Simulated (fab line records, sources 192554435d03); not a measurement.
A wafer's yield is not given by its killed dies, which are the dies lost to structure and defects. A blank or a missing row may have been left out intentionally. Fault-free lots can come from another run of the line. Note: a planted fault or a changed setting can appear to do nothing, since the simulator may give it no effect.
Matching of chambers + flow n5Finfet + N5_BEOL_M0_SAQP_SPACER1_ETCHBACK_99 on rieDiel-02: 4 sister chambers
The step etches SiO2 in CHF3/O2, target depth 15.4 nm, time 7.7 s. 16 wafers are shown with their chamber, then 8 later ones without.

WAFERS PAIRED WITH THEIR CHAMBERS
| wafer  | chamber | rfVppV (V) | showerheadPlenumPTorr (Torr) | throttleValvePct (%) |
|--------|---------|------------|------------------------------|----------------------|
| L075.2 | 0       | 527        | 2.36                         | 18.47                |
| L075.3 | 3       | 538        | 2.58                         | 19.02                |
| L075.5 | 3       | 537        | 2.58                         | 19.01                |
| L077.3 | 3       | 537        | 2.58                         | 19.02                |
| L077.5 | 1       | 531        | 2.50                         | 19.09                |
| L077.6 | 0       | 527        | 2.36                         | 18.49                |
| L082.4 | 3       | 535        | 2.58                         | 19.01                |
| L082.5 | 3       | 537        | 2.58                         | 19.03                |
| L082.6 | 2       | 508        | 2.40                         | 19.23                |
| L085.2 | 0       | 526        | 2.35                         | 18.51                |
| L085.3 | 3       | 537        | 2.58                         | 19.03                |
| L085.6 | 1       | 531        | 2.49                         | 19.12                |
| L087.1 | 2       | 508        | 2.39                         | 19.26                |
| L087.2 | 1       | 531        | 2.49                         | 19.11                |
| L087.6 | 3       | 538        | 2.58                         | 19.03                |
| L088.2 | 0       | 528        | 2.35                         | 18.50                |

SIGNATURES (means of the wafers above)
| reading               | chamber 0 | chamber 1 | chamber 2 | chamber 3 | scatter within a chamber |
|-----------------------|-----------|-----------|-----------|-----------|--------------------------|
| rfVppV                | 527.00    | 531.00    | 508.00    | 537.00    | 0.816                    |
| showerheadPlenumPTorr | 2.3550    | 2.4933    | 2.3950    | 2.5800    | 0.00425                  |
| throttleValvePct      | 18.4925   | 19.1067   | 19.2450   | 19.0214   | 0.0138                   |
Rule: a wafer's distance from a chamber is the root of the sum, over the readings, of the square of ((its reading less the chamber's mean) divided by the reading's scatter). If the next closest chamber is less than 2 further off than the closest, the wafer can't be placed; otherwise it belongs to the closest. The scatter is the square root of a quotient: the sum, over the shown wafers, of each reading's squared deviation from its chamber's mean, divided by wafers minus chambers.

WAFERS WHOSE CHAMBER IS MISSING
| wafer  | rfVppV (V) | showerheadPlenumPTorr (Torr) | throttleValvePct (%) |
|--------|------------|------------------------------|----------------------|
| L088.5 | 538        | 2.57                         | 19.04                |
| L088.6 | 526        | 2.35                         | 18.50                |
| L091.3 | 536        | 2.57                         | 19.04                |
| L091.4 | 530        | 2.49                         | 19.11                |
| L091.6 | 538        | 2.57                         | 19.05                |
| L097.1 | 536        | 2.57                         | 19.06                |
| L097.5 | 529        | 2.49                         | 19.15                |
| L097.6 | 527        | 2.35                         | 18.56                |

EACH ONE'S CHAMBER
| wafer  | from the rows above | in truth |
|--------|---------------------|----------|
| L088.5 | 3                   | 3        |
| L088.6 | 0                   | 0        |
| L091.3 | 3                   | 3        |
| L091.4 | 1                   | 1        |
| L091.6 | 3                   | 3        |
| L097.1 | 3                   | 3        |
| L097.5 | 1                   | 1        |
| L097.6 | 0                   | 0        |
Correctly placed: 8 of 8. Left unplaced by these rows: 0. Number placed wrongly: 0.
